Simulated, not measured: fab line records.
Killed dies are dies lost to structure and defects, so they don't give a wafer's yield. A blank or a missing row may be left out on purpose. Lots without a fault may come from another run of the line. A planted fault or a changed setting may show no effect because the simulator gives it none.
Which tool is to blame? ; flow nandHarc ; 12 lots, 36 wafers sampled, at 2 steps of a route of 1159

WHAT THE GAUGES SHOWED, per wafer
NHARC_A_BLC_CD_MEAS_19.
lot;measured;on;cdNm (nm)
L075;day 17 12:35;cdSem-02;103.2 99.5 104.5
L077;day 17 19:38;cdSem-01;104.6 103.0 99.4
L082;day 18 17:19;cdSem-03;94.3 97.9 95.9
L080;day 19 00:38;cdSem-02;98.7 102.1 102.1
L085;day 19 17:03;cdSem-02;101.1 98.3 99.9
L087;day 19 21:37;cdSem-01;100.8 99.0 96.7
L083;day 20 01:11;cdSem-01;99.9 100.0 96.9
L088;day 20 15:00;cdSem-03;98.2 103.8 98.1
L092;day 21 17:34;cdSem-01;95.1 95.9 96.9
L094;day 21 19:35;cdSem-02;100.0 100.5 102.5
L096;day 22 23:10;cdSem-03;97.4 98.2 96.9
L097;day 23 10:54;cdSem-02;101.9 100.7 101.3

WHICH TOOL RAN EACH LOT (tool, then ch and the chambers of the sampled wafers, then the start)
lot;NHARC_A_CONTACT_ETCH_98
L075;rieDiel-10 ch 1,2,3, day 17 12:35 or earlier
L077;rieDiel-10 ch 0,2,3, day 17 19:38 or earlier
L082;rieDiel-10 ch 0,1, day 18 17:19 or earlier
L080;rieDiel-10 ch 1,3, day 18 20:19
L085;rieDiel-12 ch 0,1, day 19 17:03 or earlier
L087;rieDiel-03 ch 0,1,2, day 19 21:37 or earlier
L083;rieDiel-12 ch 0,2,3, day 20 01:11 or earlier
L088;rieDiel-12 ch 0,2,3, day 20 15:00 or earlier
L092;rieDiel-10 ch 0,2,3, day 21 13:14
L094;rieDiel-10 ch 0,2,3, day 21 15:21
L096;rieDiel-03 ch 1,2,3, day 22 23:10 or earlier
L097;rieDiel-12 ch 1,2, day 23 10:54 or earlier
- NHARC_A_CONTACT_ETCH_98: etches the open film in C4F6/O2, target depth 20 nm, time 10 s.

THE ANSWER, worked out from the rows above alone
Rule: the lots themselves supply what counts as usual. Put in order of their means at a reading, lots are off if they are a third of the lots or fewer, leave a main group of 4 or more, and stand apart from it by a gap of 3 or more times the standard deviation of the main group's means; of several such gaps the widest counts. The tables above print the reading to a certain number of digits; a main group whose means all agree to those digits is not used. A lot without any number at a reading at which 4 lots or more have one is off too. Any other lot the step has rows for is counted as sound.
None of the lots is off at any reading shown; this tells nothing.

WHAT THE SIMULATOR HAD PUT IN
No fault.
